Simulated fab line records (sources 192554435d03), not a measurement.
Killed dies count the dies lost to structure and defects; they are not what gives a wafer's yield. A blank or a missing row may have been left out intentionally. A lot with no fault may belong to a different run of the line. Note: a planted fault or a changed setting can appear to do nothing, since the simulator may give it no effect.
Matching of chambers | flow n5_finfet | N5_DUMMY_GATE_ETCH_42 on rie_diel-04: 4 sister chambers
The step etches SiO2 in CHF3/O2, target depth 3.5 nm, time 31 s. 16 wafers are shown with their chamber, then 8 later ones without.

EACH WAFER AND ITS CHAMBER
wafer  | chamber | showerhead_plenum_p_Torr (Torr) | throttle_valve_pct (%) | oes_f_703_au (a.u.)
L075.3 | 0       | 2.37                            | 19.1                   | 0.74
L075.4 | 3       | 2.52                            | 18.7                   | 0.75
L075.6 | 3       | 2.52                            | 18.7                   | 0.74
L083.2 | 2       | 2.50                            | 19.2                   | 0.70
L083.4 | 1       | 2.41                            | 18.3                   | 0.80
L083.5 | 3       | 2.51                            | 18.7                   | 0.73
L084.1 | 1       | 2.41                            | 18.3                   | 0.79
L084.3 | 3       | 2.51                            | 18.7                   | 0.73
L084.4 | 3       | 2.51                            | 18.7                   | 0.73
L085.3 | 0       | 2.37                            | 19.2                   | 0.73
L085.5 | 3       | 2.51                            | 18.7                   | 0.73
L085.6 | 0       | 2.37                            | 19.2                   | 0.73
L087.2 | 3       | 2.51                            | 18.7                   | 0.73
L087.4 | 1       | 2.40                            | 18.4                   | 0.79
L087.6 | 3       | 2.51                            | 18.7                   | 0.73
L088.2 | 0       | 2.36                            | 19.2                   | 0.72

SIGNATURES (means of the wafers above)
reading                  | chamber 0 | chamber 1 | chamber 2 | chamber 3 | scatter within a chamber
showerhead_plenum_p_Torr | 2.3675    | 2.4067    | 2.5000    | 2.5125    | 0.00493
throttle_valve_pct       | 19.175    | 18.333    | 19.200    | 18.700    | 0.0344
oes_f_703_au             | 0.7300    | 0.7933    | 0.7000    | 0.7338    | 0.00738
Rule: distance of a wafer from a chamber = root of the sum over the readings of ((wafer's reading minus chamber's mean) / reading's scatter) squared. If the next closest chamber is less than 2 further off than the closest, the wafer can't be placed; otherwise it belongs to the closest. The scatter: take each reading less its chamber's mean, square it, sum over the shown wafers, divide by the number of wafers less the number of chambers, and take the root.

WAFERS WITHOUT THEIR CHAMBER
wafer  | showerhead_plenum_p_Torr (Torr) | throttle_valve_pct (%) | oes_f_703_au (a.u.)
L088.3 | 2.51                            | 18.8                   | 0.73
L088.5 | 2.40                            | 18.3                   | 0.79
L094.4 | 2.51                            | 18.8                   | 0.72
L094.5 | 2.36                            | 19.2                   | 0.72
L094.6 | 2.51                            | 18.8                   | 0.72
L097.1 | 2.50                            | 18.8                   | 0.72
L097.4 | 2.49                            | 19.3                   | 0.69
L097.5 | 2.50                            | 18.8                   | 0.71

CHAMBER TAKEN BY EACH
wafer  | from the rows above | in truth
L088.3 | 3                   | 3
L088.5 | 1                   | 1
L094.4 | 3                   | 3
L094.5 | 0                   | 0
L094.6 | 3                   | 3
L097.1 | 3                   | 3
L097.4 | 2                   | 2
L097.5 | 3                   | 3
Correct placement for 8 of the 8. Can't be placed from these rows: 0. Wrongly placed: 0.
